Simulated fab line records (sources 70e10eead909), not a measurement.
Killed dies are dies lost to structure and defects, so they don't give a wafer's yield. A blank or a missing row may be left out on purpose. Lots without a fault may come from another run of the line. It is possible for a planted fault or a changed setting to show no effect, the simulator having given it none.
fab line records -- flow nandHarc
record lots=15, wafers=45, lastDay=33
route steps=1302 shown A_ONON_D1@431 A_CHANNEL_HOLE_D1@450
lots that met no fault: from a run of the same line without faults
startH: hours from the record's first day to the start of the lot's first wafer shown -- waitH: hours since the lot's step before -- " same as the row above -- L1.1+2: one row covering several wafers at once -- - value missing, or start not given -- * or withheld: withheld -- < > ~ a bound
route shown NAME@n: names a module that has steps shown in the file, with the first one's number in the route -- usual: average and standard deviation across the fault-free wafers -- same: alike in all rows -- chamber/n: place in a boat -- sites: readings site by site -- _std_site: how widely they spread, as a standard deviation -- _edge_site: inner sites' mean taken away from outer sites' mean -- radiusMm: how far each site lies from the wafer's centre -- mask NAME#n: copy n -- behind: the most recent tool/chamber to have shaped the wafer -- hold: what put the lot on hold/how long, in hours/how the hold closed -- device: transistor that didn't switch, given as n, p or np -- end of line: the same wafers' tests at the end of the route -- where a step has no rows: the recipe by itself -- killed: count of dies lost to structure and defects at first sort (not the wafer's yield) -- map: shows each die of a wafer: x if killed, . if not, _ if none is there
set.NAME: setting as actually run; set.NAME@STEP: the setting as run at that earlier step -- model.NAME: the simulator's own value behind a step, which no gauge read
a sample of lots followed through the steps of the route, with each step as a table and each wafer as a row
services: the hour from which a tool's chamber was out of use, counted from the record's first day as startH (under 0 if before that day), plus the number of hours and why
## steps
# step NHARC_A_ONON_D1_THK_MEAS_11
# recipe thkMeasGauge=ellipsometry
# usual thkNm=1001/8.6
lot.wafer,tool,chamber,startH,waitH,thkNm
L395.1,filmMetro-01,-,170.93,-,1002
L395.5,filmMetro-01,-,170.93,-,1003
L395.6,filmMetro-01,-,170.93,-,1004
L396.1,filmMetro-01,-,186.57,-,1001
L396.5,filmMetro-01,-,186.57,-,1000
L396.6,filmMetro-01,-,186.57,-,1003
L398.1,filmMetro-02,-,196.58,-,986
L398.4,filmMetro-02,-,196.58,-,985
L398.6,filmMetro-02,-,196.58,-,988
L401.2,filmMetro-01,-,221.32,-,995
L401.3,filmMetro-01,-,221.32,-,996
L401.4,filmMetro-01,-,221.32,-,996
L405.2,filmMetro-01,-,266.03,-,997
L405.3,filmMetro-01,-,266.03,-,997
L405.6,filmMetro-01,-,266.03,-,996
L406.4,filmMetro-02,-,272.65,-,1001
L406.5,filmMetro-02,-,272.65,-,998
L406.6,filmMetro-02,-,272.65,-,997
L408.3,filmMetro-01,-,287.97,-,998
L408.4,filmMetro-01,-,287.97,-,998
L408.5,filmMetro-01,-,287.97,-,998
L409.2,filmMetro-01,-,306.92,-,989
L409.4,filmMetro-01,-,306.92,-,989
L409.5,filmMetro-01,-,306.92,-,989
L411.3,filmMetro-01,-,330.97,-,1001
L411.5,filmMetro-01,-,330.97,-,1003
L411.6,filmMetro-01,-,330.97,-,1003
L412.1,filmMetro-02,-,330.99,-,1006
L412.3,filmMetro-02,-,330.99,-,1004
L412.6,filmMetro-02,-,330.99,-,1006
L413.3,filmMetro-01,-,345.32,-,1004
L413.4,filmMetro-01,-,345.32,-,1002
L413.6,filmMetro-01,-,345.32,-,1003
L414.1,filmMetro-02,-,351.88,-,1012
L414.2,filmMetro-02,-,351.88,-,1010
L414.3,filmMetro-02,-,351.88,-,1012
L416.1,filmMetro-01,-,374.18,-,1003
L416.2,filmMetro-01,-,374.18,-,1003
L416.4,filmMetro-01,-,374.18,-,1004
L418.4,filmMetro-01,-,393.45,-,999
L418.5,filmMetro-01,-,393.45,-,996
L418.6,filmMetro-01,-,393.45,-,998
L417.3,filmMetro-02,-,393.47,-,993
L417.4,filmMetro-02,-,393.47,-,991
L417.5,filmMetro-02,-,393.47,-,991
# step NHARC_A_ONON_D1_THK_MEAS_14
# recipe thkMeasGauge=ellipsometry
# usual thkNm=999/8.5
lot.wafer,tool,chamber,startH,waitH,thkNm
L395.1,filmMetro-02,-,171.49,-,1001
L395.5,filmMetro-02,-,171.49,-,1001
L395.6,filmMetro-02,-,171.49,-,1002
L396.1,filmMetro-01,-,187.14,-,1007
L396.5,filmMetro-01,-,187.14,-,1008
L396.6,filmMetro-01,-,187.14,-,1007
L398.1,filmMetro-02,-,197.15,-,1009
L398.4,filmMetro-02,-,197.15,-,1011
L398.6,filmMetro-02,-,197.15,-,1009
L401.2,filmMetro-01,-,221.89,-,995
L401.3,filmMetro-01,-,221.89,-,997
L401.4,filmMetro-01,-,221.89,-,998
L405.2,filmMetro-01,-,266.63,-,1000
L405.3,filmMetro-01,-,266.63,-,1001
L405.6,filmMetro-01,-,266.63,-,1002
L406.4,filmMetro-02,-,273.21,-,993
L406.5,filmMetro-02,-,273.21,-,991
L406.6,filmMetro-02,-,273.21,-,994
L408.3,filmMetro-02,-,288.53,-,995
L408.4,filmMetro-02,-,288.53,-,993
L408.5,filmMetro-02,-,288.53,-,995
L409.2,filmMetro-02,-,307.49,-,989
L409.4,filmMetro-02,-,307.49,-,990
L409.5,filmMetro-02,-,307.49,-,989
L411.3,filmMetro-01,-,331.54,-,1022
L411.5,filmMetro-01,-,331.54,-,1022
L411.6,filmMetro-01,-,331.54,-,1019
L412.1,filmMetro-02,-,331.56,-,1003
L412.3,filmMetro-02,-,331.56,-,1005
L412.6,filmMetro-02,-,331.56,-,1005
L413.3,filmMetro-01,-,345.89,-,1003
L413.4,filmMetro-01,-,345.89,-,1002
L413.6,filmMetro-01,-,345.89,-,1003
L414.1,filmMetro-02,-,352.44,-,997
L414.2,filmMetro-02,-,352.44,-,996
L414.3,filmMetro-02,-,352.44,-,998
L416.1,filmMetro-01,-,374.74,-,985
L416.2,filmMetro-01,-,374.74,-,984
L416.4,filmMetro-01,-,374.74,-,984
L418.4,filmMetro-02,-,394.01,-,998
L418.5,filmMetro-02,-,394.01,-,1000
L418.6,filmMetro-02,-,394.01,-,998
L417.3,filmMetro-01,-,394.04,-,993
L417.4,filmMetro-01,-,394.04,-,991
L417.5,filmMetro-01,-,394.04,-,991
# step NHARC_A_CHANNEL_HOLE_D1_DEP_00
# recipe targetThkA=31000, tempC=400, material=aC
# usual throttleValvePct=34.998/0.01
lot.wafer,tool,chamber,startH,waitH,throttleValvePct
L395.1,aclDep-01,0,182.50,0.1,34.994
L395.5,aclDep-01,0,183.78,1.3,35.004
L395.6,aclDep-01,0,183.78,1.3,34.993
L396.1,aclDep-02,0,198.12,0.4,35.001
L396.5,aclDep-02,0,199.39,1.6,34.992
L396.6,aclDep-02,0,199.39,1.6,35.011
L398.1,aclDep-01,0,208.14,0.1,35.000
L398.4,aclDep-01,0,208.14,0.1,34.998
L398.6,aclDep-01,0,208.14,0.1,35.011
L401.2,aclDep-01,0,232.94,0.4,35.008
L401.3,aclDep-01,0,232.94,0.4,35.022
L401.4,aclDep-01,0,232.94,0.4,34.991
L405.2,aclDep-03,0,279.44,2.3,34.986
L405.3,aclDep-03,0,279.44,2.3,34.994
L405.6,aclDep-03,0,279.44,2.3,34.980
L405.2,aclDep-03,0,281.57,1.8,34.987
L405.3,aclDep-03,0,281.57,1.8,34.988
L405.6,aclDep-03,0,281.57,1.8,34.987
L406.4,aclDep-02,0,287.73,3.9,34.991
L406.5,aclDep-02,0,287.73,3.9,34.995
L406.6,aclDep-02,0,287.73,3.9,35.013
L406.4,aclDep-02,0,291.47,3.4,35.000
L406.5,aclDep-02,0,291.47,3.4,35.021
L406.6,aclDep-02,0,291.47,3.4,35.012
L408.3,aclDep-03,0,299.81,0.7,34.991
L408.4,aclDep-03,0,299.81,0.7,34.992
L408.5,aclDep-03,0,299.81,0.7,35.012
L409.2,aclDep-03,0,326.11,6.6,34.984
L409.4,aclDep-03,0,326.11,6.6,34.990
L409.5,aclDep-03,0,326.11,6.6,35.010
L409.2,aclDep-03,0,332.19,5.8,34.999
L409.4,aclDep-03,0,332.19,5.8,34.990
L409.5,aclDep-03,0,332.19,5.8,34.998
L412.1,aclDep-01,0,342.47,0.3,34.995
L412.3,aclDep-01,0,342.47,0.3,35.010
L412.6,aclDep-01,0,342.47,0.3,35.003
L411.3,aclDep-03,0,343.66,1.5,34.992
L411.5,aclDep-03,0,343.66,1.5,35.008
L411.6,aclDep-03,0,343.66,1.5,34.990
L413.3,aclDep-02,0,357.46,0.7,34.989
L413.4,aclDep-02,0,357.46,0.7,34.986
L413.6,aclDep-02,0,357.46,0.7,35.020
L414.1,aclDep-01,0,363.09,0.1,35.013
L414.2,aclDep-01,0,363.09,0.1,34.993
L414.3,aclDep-01,0,363.09,0.1,34.997
L416.1,aclDep-03,0,384.41,2.4,34.989
L416.2,aclDep-03,0,384.41,2.4,35.004
L416.4,aclDep-03,0,384.41,2.4,34.997
L417.3,aclDep-01,0,407.87,1.9,34.996
L417.4,aclDep-01,0,407.87,1.9,34.997
L417.5,aclDep-01,0,407.87,1.9,35.002
L418.4,aclDep-02,0,409.48,3.5,34.989
L418.5,aclDep-02,0,409.48,3.5,35.000
L418.6,aclDep-02,0,409.48,3.5,34.998
# step NHARC_A_CHANNEL_HOLE_D1_INSPECT_12
# usual rawDefectCount=5.9/2.7
lot.wafer,tool,chamber,startH,waitH,rawDefectCount
L395.1,defectInspect-02,-,185.16,0.0,7
L395.5,defectInspect-02,-,185.16,0.0,2
L395.6,defectInspect-02,-,185.16,0.0,2
L396.1,defectInspect-02,-,200.91,0.0,12
L396.5,defectInspect-02,-,200.91,0.0,7
L396.6,defectInspect-02,-,200.91,0.0,7
L398.1,defectInspect-02,-,210.92,0.0,6
L398.4,defectInspect-02,-,210.92,0.0,3
L398.6,defectInspect-02,-,210.92,0.0,4
L401.2,defectInspect-02,-,235.42,0.0,9
L401.3,defectInspect-02,-,235.42,0.0,9
L401.4,defectInspect-02,-,235.42,0.0,5
L405.2,defectInspect-02,-,284.02,0.0,3
L405.3,defectInspect-02,-,284.02,0.0,8
L405.6,defectInspect-02,-,284.02,0.0,5
L406.4,defectInspect-02,-,293.16,0.0,8
L406.5,defectInspect-02,-,293.16,0.0,4
L406.6,defectInspect-02,-,293.16,0.0,4
L408.3,defectInspect-01,-,301.94,0.0,8
L408.4,defectInspect-01,-,301.94,0.0,7
L408.5,defectInspect-01,-,301.94,0.0,9
L409.2,defectInspect-01,-,334.85,0.0,3
L409.4,defectInspect-01,-,334.85,0.0,6
L409.5,defectInspect-01,-,334.85,0.0,6
L412.1,defectInspect-01,-,345.22,0.0,6
L412.3,defectInspect-01,-,345.22,0.0,1
L412.6,defectInspect-01,-,345.22,0.0,8
L411.3,defectInspect-01,-,345.79,0.0,7
L411.5,defectInspect-01,-,345.79,0.0,4
L411.6,defectInspect-01,-,345.79,0.0,4
L413.3,defectInspect-01,-,359.51,0.0,10
L413.4,defectInspect-01,-,359.51,0.0,6
L413.6,defectInspect-01,-,359.51,0.0,16
L414.1,defectInspect-02,-,365.74,0.0,0
L414.2,defectInspect-02,-,365.74,0.0,9
L414.3,defectInspect-02,-,365.74,0.0,6
L416.1,defectInspect-02,-,387.28,0.0,2
L416.2,defectInspect-02,-,387.28,0.0,3
L416.4,defectInspect-02,-,387.28,0.0,4
L417.3,defectInspect-01,-,410.01,0.0,3
L417.4,defectInspect-01,-,410.01,0.0,5
L417.5,defectInspect-01,-,410.01,0.0,9
L418.4,defectInspect-01,-,411.17,0.0,6
L418.5,defectInspect-01,-,411.17,0.0,5
L418.6,defectInspect-01,-,411.17,0.0,7
## services
tool,chamber,startH,hours,kind
aclDep-01,-,188.24,13.0,pm
aclDep-02,-,245.70,13.0,pm
aclDep-03,-,307.16,13.0,pm
aclDep-02,-,318.41,6.8,repair
aclDep-01,-,369.24,13.0,pm
## key
firstSign step=NHARC_A_CHANNEL_HOLE_D1_DEP_00, reading=visit, direction=added
effect none on later readings
metAt NHARC_A_CHANNEL_HOLE_D1_DEP_00
struckLots L405,L406,L409
laterRowsLeftOut L405.2,L405.3,L405.6,L406.4,L406.5,L406.6,L409.2,L409.4,L409.5
sortLeftOut L405.2,L405.3,L405.6,L406.4,L406.5,L406.6,L409.2,L409.4,L409.5
testerLeftOut L405,L406,L409
notActingAt NHARC_A_ONON_D1_THK_MEAS_11,NHARC_A_ONON_D1_THK_MEAS_14,NHARC_A_CHANNEL_HOLE_D1_INSPECT_12
fault kind=repeatedStepWhole, tool=aclDep-01,aclDep-02,aclDep-03, chamber=-, onsetH=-, steps=NHARC_A_CHANNEL_HOLE_D1_DEP_00, times=1, scope=struckLotsOnly
# testerLeftOut: of these lots the tester's yield and bins aren't shown, on N5 and GAA mostly nor the transistor test; their killed dies are dies lost to structure and defects alone, not to doping, threshold or leakage, so they don't give the yield
# sortLeftOut: the simulated sort isn't trusted on such a fault, so these wafers' sort isn't shown, and their yield isn't known
# laterRowsLeftOut: the simulator's readings of these wafers behind a module that went badly wrong aren't trusted and aren't shown, but for the sort
